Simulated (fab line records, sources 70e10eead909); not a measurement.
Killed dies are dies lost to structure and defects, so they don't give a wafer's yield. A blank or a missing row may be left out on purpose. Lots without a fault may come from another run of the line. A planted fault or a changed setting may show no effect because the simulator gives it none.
fab line records | flow nand_harc
record lots=15 wafers=45 last_day=34
route steps=1302 shown P_M2@332 P_BONDPAD@352
lots that met no fault: from a run of the same line without faults
start_h: hours from the record's first day to the start of the lot's first wafer shown | wait_h: hours since the lot's step before | " the same as in the row above | L1.1+2: a row that stands for several wafers | - no value, or no start given | * or withheld: withheld | < > ~ a bound
route shown NAME@n: a module of which the file shows steps, and the number in the route of the first | usual: mean/standard deviation of fault-free wafers | same: alike in all rows | chamber/n: place in a boat | sites: the reading at each site | _std_site: their standard deviation | _edge_site: outer sites' mean less inner sites' | radius_mm: how far each site lies from the wafer's centre | mask NAME#n: copy n | behind: the tool/chamber that last shaped the wafer | hold: why the lot was held/for how many hours/how that ended | device: the transistor (n, p or np) that didn't switch | end of line: the same wafers' tests at the end of the route | a step without rows: its recipe alone | killed: dies lost to structure and defects at the first sort, not the wafer's yield | map: a wafer's dies, x killed, . not, _ none there
set.NAME: the setting as run; set.NAME@STEP: as run at that earlier step | model.NAME: the simulator's own value behind a step, which no gauge read
steps of the route over a sample of lots; a table a step, a row a wafer
services: from which hour (start_h, from the record's first day; less than 0 if before it) a tool's chamber was out of use, for how many hours, and why
## steps
# step NHARC_P_M2_ETCH_35
# recipe target_depth_a=400 overetch_a=120 time_s=43.94 ion_energy_ev=200 n2_flow_sccm=150 h2_flow_sccm=150 ar_flow_sccm=0 rf_w=400 bias_w=150 chemistry=N2/H2
# usual chamber_pressure_mTorr=30.003/0.029 drypump_motor_current_A=5.8/0.41 oes_product_au=1.002/0.0079 rf_vpp_V=429.2/1.7 showerhead_plenum_p_Torr=1.99/0.051 throttle_valve_pct=14.171/0.0095
# columns lot.wafer tool chamber start_h wait_h chamber_pressure_mTorr drypump_motor_current_A oes_product_au rf_hours_counter_h rf_vpp_V showerhead_plenum_p_Torr throttle_valve_pct
L550.2 rie_diel-10 2 135.46 0.1 29.993 5.1 1.005 3.1 430.3 2.03 14.177
L550.4 " 0 " " 29.968 6.0 0.999 2.7 429.6 2.01 14.166
L550.6 " 1 " " 30.001 5.6 0.985 - 428.5 1.97 14.170
L552.1 rie_diel-10 3 147.40 0.1 30.023 6.3 1.005 4.3 428.0 1.98 14.179
L552.4 " 0 " " 29.984 6.0 1.006 3.6 429.0 2.01 14.165
L552.3 " 1 " " 29.995 5.6 0.992 3.4 427.7 1.97 14.167
L553.4 rie_diel-02 1 160.46 0.1 29.989 5.7 0.994 7.7 428.1 1.93 14.152
L553.2 " 2 " " 30.047 5.8 1.006 6.3 427.6 1.91 14.164
L553.1 " 3 " " 30.018 5.6 1.005 6.8 431.7 2.02 14.174
L555.2 rie_diel-10 0 179.42 0.1 29.992 6.0 1.006 4.7 430.7 2.01 14.177
L555.1 " 1 " " 30.045 5.6 0.999 4.2 428.5 1.97 14.188
L555.6 " 2 " " 30.016 5.1 1.007 - 430.7 2.02 14.162
L557.4 rie_diel-02 2 203.49 0.1 30.025 5.8 1.010 11.3 428.4 1.91 14.178
L557.2 " 1 " " 30.011 5.6 0.999 12.3 428.4 1.93 14.174
L557.6 " 3 " " 29.975 5.7 0.998 - 428.9 2.01 14.173
L558.1 rie_diel-10 2 209.73 0.1 30.010 5.1 0.997 7.5 430.3 2.02 14.166
L558.4 " 1 " " 30.018 5.6 1.002 - 428.5 1.97 14.157
L558.5 " 2 " " 29.988 5.1 1.001 - 431.4 2.02 14.170
L564.4 rie_diel-02 3 274.10 0.1 29.995 5.7 0.993 1.4 430.6 2.01 14.185
L564.2 " 1 " " 29.996 5.6 1.004 1.9 427.8 1.93 14.173
L564.6 " 2 " " 29.957 5.8 1.012 - 426.5 1.91 14.183
L565.3 rie_diel-02 2 284.52 0.1 30.022 5.8 1.022 1.9 428.4 1.91 14.179
L565.1 " 0 " " 29.981 6.4 1.011 1.7 429.6 2.02 14.167
L565.6 " 2 " " 30.015 5.8 1.018 - 427.3 1.91 14.176
L566.3 rie_diel-11 1 294.86 0.1 30.014 5.7 1.009 1.6 430.5 1.99 14.183
L566.1 " 3 " " 30.092 4.7 0.997 1.8 431.0 2.07 14.168
L566.6 " 1 " " 30.004 5.7 0.999 - 429.7 1.99 14.180
L568.3 rie_diel-02 3 319.72 0.1 29.958 5.6 1.004 3.1 429.2 2.01 14.182
L568.4 " 0 " " 30.019 6.3 0.996 3.6 428.6 2.02 14.182
L568.6 " 0 " " 30.001 6.4 0.992 - 428.6 2.02 14.151
L569.3 rie_diel-11 2 327.02 0.1 29.985 6.1 0.997 2.8 429.9 2.01 14.160
L569.4 " 3 " " 30.004 4.7 1.011 2.8 429.8 2.07 14.172
L569.1 " 1 " " 30.013 5.7 1.003 2.8 428.7 1.99 14.169
L570.3 rie_diel-10 0 332.84 0.1 30.015 6.0 1.000 3.8 428.8 2.01 14.162
L570.6 " 1 " " 29.970 5.6 1.003 - 429.0 1.96 14.177
L570.5 " 2 " " 29.985 5.1 1.004 - 430.0 2.02 14.182
L571.1 rie_diel-02 3 343.29 0.1 29.967 5.7 0.989 4.8 429.5 2.01 14.168
L571.3 " 0 " " 30.010 6.3 0.991 5.2 429.4 2.02 14.179
L571.2 " 1 " " 30.032 5.7 0.984 5.7 426.4 1.93 14.171
L572.4 rie_diel-11 0 351.24 0.1 29.973 6.4 1.005 4.0 432.2 2.13 14.171
L572.2 " 3 " " 30.021 4.7 1.013 5.4 430.9 2.07 14.168
L572.6 " 1 " " 30.002 5.8 1.009 - 428.7 1.99 14.175
L573.4 rie_diel-10 1 362.31 0.1 30.000 5.7 1.012 6.1 429.2 1.96 14.171
L573.6 " 1 " " 29.909 5.6 1.008 - 429.7 1.96 14.171
L573.5 " 2 " " 29.970 5.1 1.013 - 430.0 2.02 14.167
# step NHARC_P_M2_PVD_20
# recipe target_thk_a=50 bias_v=168.6 power_w=15000 chamber_pressure_pa=0.12 time_s=8.06 substrate_temp_c=50 material=TaN
# usual throttle_valve_pct=29.8/1.3
# columns lot.wafer tool chamber start_h wait_h throttle_valve_pct
L550.2 pvd_sputter-03 - - - 32.6
L550.4 " - " " 30.5
L550.6 " - " " 32.9
L552.4 pvd_sputter-03 - - - 30.3
L552.1 " - " " 30.0
L552.3 " - " " 32.6
L553.1 pvd_sputter-02 - - - 28.2
L553.4 " - " " 31.7
L553.2 " - " " 30.7
L555.2 pvd_sputter-03 - - - 29.4
L555.1 " - " " 32.0
L555.6 " - " " 29.1
L557.4 pvd_sputter-03 - - - 30.5
L557.2 " - " " 29.1
L557.6 " - " " 29.6
L558.4 pvd_sputter-01 - - - 30.1
L558.1 " - " " 28.6
L558.5 " - " " 27.6
L564.4 pvd_sputter-03 - - - 29.5
L564.2 " - " " 30.4
L564.6 " - " " 29.4
L565.3 pvd_sputter-01 - - - 28.5
L565.1 " - " " 29.4
L565.6 " - " " 28.4
L566.3 pvd_sputter-01 - - - 29.7
L566.1 " - " " 29.7
L566.6 " - " " 28.5
L568.3 pvd_sputter-03 - - - 29.1
L568.4 " - " " 30.6
L568.6 " - " " 31.9
L569.3 pvd_sputter-01 - - - 29.5
L569.1 " - " " 29.6
L569.4 " - " " 28.3
L570.3 pvd_sputter-03 - - - 29.6
L570.6 " - " " 31.8
L570.5 " - " " 29.3
L571.3 pvd_sputter-02 - - - 30.8
L571.1 " - " " 30.4
L571.2 " - " " 31.4
L572.2 pvd_sputter-01 - - - 29.8
L572.4 " - " " 28.3
L572.6 " - " " 28.0
L573.4 pvd_sputter-02 - - - 30.3
L573.6 " - " " 30.3
L573.5 " - " " 28.1
# step NHARC_P_M2_THK_MEAS_24
# recipe thk_meas_gauge=xrf
# usual thk_nm=144.3/1.5
# columns lot.wafer tool chamber start_h wait_h thk_nm
L550.2 film_metro-01 - 137.78 - 142.5
L550.4 " - " " 142.5
L550.6 " - " " 142.8
L552.1 film_metro-02 - 149.76 - 144.4
L552.3 " - " " 143.5
L552.4 " - " " 144.8
L553.1 film_metro-01 - 163.23 - 143.6
L553.2 " - " " 142.7
L553.4 " - " " 144.0
L555.1 film_metro-01 - 181.75 - 145.5
L555.2 " - " " 142.6
L555.6 " - " " 142.7
L557.2 film_metro-02 - 205.82 - 143.0
L557.4 " - " " 145.7
L557.6 " - " " 146.1
L558.1 film_metro-02 - 212.15 - 141.9
L558.4 " - " " 142.6
L558.5 " - " " 146.9
L564.2 film_metro-02 - 276.45 - 144.4
L564.4 " - " " 143.2
L564.6 " - " " 142.4
L565.1 film_metro-02 - 286.92 - 146.4
L565.3 " - " " 145.3
L565.6 " - " " 145.7
L566.1 film_metro-01 - 297.28 - 143.4
L566.3 " - " " 145.2
L566.6 " - " " 145.9
L568.3 film_metro-01 - 322.06 - 142.8
L568.4 " - " " 142.0
L568.6 " - " " 143.4
L569.1 film_metro-02 - 329.40 - 145.2
L569.3 " - " " 144.0
L569.4 " - " " 142.7
L570.3 film_metro-01 - 335.16 - 142.7
L570.5 " - " " 144.6
L570.6 " - " " 146.5
L571.1 film_metro-01 - 345.62 - 146.6
L571.2 " - " " 146.6
L571.3 " - " " 144.9
L572.2 film_metro-02 - 353.58 - 146.1
L572.4 " - " " 146.4
L572.6 " - " " 144.3
L573.4 film_metro-02 - 364.64 - 145.6
L573.5 " - " " 143.4
L573.6 " - " " 143.7
# step NHARC_P_BONDPAD_CMP_32
# recipe target_thk_nm=200 material=SiCN
# usual edge_zone_pressure_frac=1.001/0.0046 motor_current_A=12.5/0.92
# columns lot.wafer tool chamber start_h wait_h edge_zone_pressure_frac motor_current_A
L550.2 cmp-03 0 138.93 - 1.000 11.1
L550.4 " 1 " " 0.999 13.0
L550.6 " 0 " " 0.999 10.5
L552.4 cmp-03 1 150.91 - 1.002 12.6
L552.3 " 2 " " 1.014 12.4
L552.1 " 3 " " 1.002 11.3
L553.2 cmp-02 2 164.35 - 0.998 13.1
L553.1 " 3 " " 0.995 12.5
L553.4 " 0 " " 1.000 12.2
L555.2 cmp-01 0 182.88 - 1.004 12.8
L555.1 " 2 " " 1.005 13.1
L555.6 " 0 " " 1.002 14.3
L557.2 cmp-01 3 206.95 - 1.000 12.0
L557.4 " 2 " " 0.999 13.3
L557.6 " 0 " " 1.007 13.8
L558.1 cmp-03 2 213.30 - 1.003 12.4
L558.4 " 0 " " 0.996 11.3
L558.5 " 2 " " 1.002 12.1
L564.4 cmp-01 3 277.59 - - -
L564.2 " 1 " " - -
L564.6 " 2 " " - -
L565.3 cmp-01 1 288.04 - - -
L565.1 " 2 " " - -
L565.6 " 1 " " - -
L566.1 cmp-02 2 298.38 - - -
L566.3 " 1 " " - -
L566.6 " 2 " " - -
L568.3 cmp-01 2 323.16 - 0.998 13.0
L568.4 " 0 " " 1.005 12.7
L568.6 " 3 " " 1.001 12.3
L569.4 cmp-03 3 330.55 - 1.004 11.5
L569.1 " 0 " " 1.003 11.3
L569.3 " 1 " " 0.999 13.0
L570.3 cmp-01 0 336.30 - 1.007 13.1
L570.6 " 2 " " 1.001 12.7
L570.5 " 3 " " 1.000 12.9
L571.1 cmp-03 3 346.77 - 1.004 11.3
L571.2 " 0 " " 1.007 11.1
L571.3 " 1 " " 1.002 13.3
L572.4 cmp-02 1 354.71 - 1.006 11.0
L572.2 " 0 " " 0.999 11.7
L572.6 " 2 " " 1.002 13.5
L573.4 cmp-03 0 365.80 - 0.996 10.9
L573.6 " 3 " " 0.992 10.8
L573.5 " 0 " " 1.006 11.6
# step NHARC_P_BONDPAD_THK_MEAS_33
# recipe thk_meas_gauge=ellipsometry
# usual thk_nm=199.8/1.6
# columns lot.wafer tool chamber start_h wait_h thk_nm
L550.2 film_metro-01 - 139.16 0.2 202.2
L550.4 " - " " 200.7
L550.6 " - " " 201.8
L552.1 film_metro-02 - 151.13 0.1 200.6
L552.3 " - " " 199.5
L552.4 " - " " 200.3
L553.1 film_metro-02 - 164.60 0.2 196.8
L553.2 " - " " 199.2
L553.4 " - " " 198.4
L555.1 film_metro-01 - 183.13 0.2 198.4
L555.2 " - " " 197.3
L555.6 " - " " 196.3
L557.2 film_metro-02 - 207.20 0.2 197.5
L557.4 " - " " 199.7
L557.6 " - " " 199.0
L558.1 film_metro-01 - 213.52 0.2 198.2
L558.4 " - " " 200.7
L558.5 " - " " 197.7
L564.2 film_metro-01 - 277.82 0.2 248.2
L564.4 " - " " 248.3
L564.6 " - " " 248.3
L565.1 film_metro-02 - 288.29 0.2 252.6
L565.3 " - " " 245.3
L565.6 " - " " 252.1
L566.1 film_metro-02 - 298.63 0.2 250.0
L566.3 " - " " 248.7
L566.6 " - " " 256.0
L568.3 film_metro-02 - 323.42 0.2 200.7
L568.4 " - " " 200.0
L568.6 " - " " 200.1
L569.1 film_metro-01 - 330.80 0.2 202.2
L569.3 " - " " 201.7
L569.4 " - " " 200.5
L570.3 film_metro-01 - 336.51 0.2 199.6
L570.5 " - " " 200.6
L570.6 " - " " 201.4
L571.1 film_metro-01 - 347.00 0.2 200.9
L571.2 " - " " 200.6
L571.3 " - " " 200.7
L572.2 film_metro-01 - 354.96 0.2 199.6
L572.4 " - " " 199.6
L572.6 " - " " 201.9
L573.4 film_metro-02 - 366.03 0.2 202.0
L573.5 " - " " 200.0
L573.6 " - " " 203.6
## services
# columns tool chamber start_h hours kind
pvd_sputter-03 - 118.72 5.7 repair
pvd_sputter-03 - 130.04 2.8 repair
pvd_sputter-03 - 145.11 1.6 repair
rie_diel-02 3 152.18 4.7 repair
cmp-03 - 159.49 3.0 repair
pvd_sputter-03 - 170.01 10.0 pm
cmp-01 - 172.94 1.0 repair
cmp-03 - 178.45 4.7 repair
rie_diel-02 - 180.23 0.7 repair
cmp-01 - 185.50 4.0 pm
rie_diel-02 3 195.65 4.1 repair
cmp-03 - 200.60 0.8 repair
rie_diel-10 0 206.57 8.4 repair
rie_diel-10 - 215.92 0.5 repair
rie_diel-02 - 216.70 9.0 pm
rie_diel-10 - 242.50 9.0 pm
cmp-01 - 242.99 1.1 repair
cmp-03 - 245.98 3.4 repair
cmp-03 - 260.44 4.0 pm
pvd_sputter-03 - 260.60 0.8 repair
cmp-01 - 275.61 1.7 repair
cmp-03 - 278.25 1.2 repair
cmp-01 - 283.50 4.0 pm
pvd_sputter-03 - 348.05 10.0 pm
## key
first_sign step=NHARC_P_BONDPAD_CMP_32 reading=tool_record direction=missing
effect step=NHARC_P_BONDPAD_THK_MEAS_33 reading=thk_nm direction=up sigmas=32 usual=199.8 struck=250.0
met_at NHARC_P_BONDPAD_CMP_32
struck_lots L564,L565,L566
later_rows_left_out L564.2,L564.4,L564.6,L565.1,L565.3,L565.6,L566.1,L566.3,L566.6
sort_left_out L564.2,L564.4,L564.6,L565.1,L565.3,L565.6,L566.1,L566.3,L566.6
not_acting_at NHARC_P_M2_ETCH_35,NHARC_P_M2_PVD_20,NHARC_P_M2_THK_MEAS_24
onset_between 206.95 277.59
fault kind=skipped_step_whole tool=cmp-01,cmp-02 chamber=- onset_h=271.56 steps=NHARC_P_BONDPAD_CMP_32 scope=struck_lots_only
# sort_left_out: the simulated sort isn't trusted on such a fault, so these wafers' sort isn't shown, and their yield isn't known
# later_rows_left_out: the simulator's readings of these wafers behind a module that went badly wrong aren't trusted and aren't shown, but for the sort
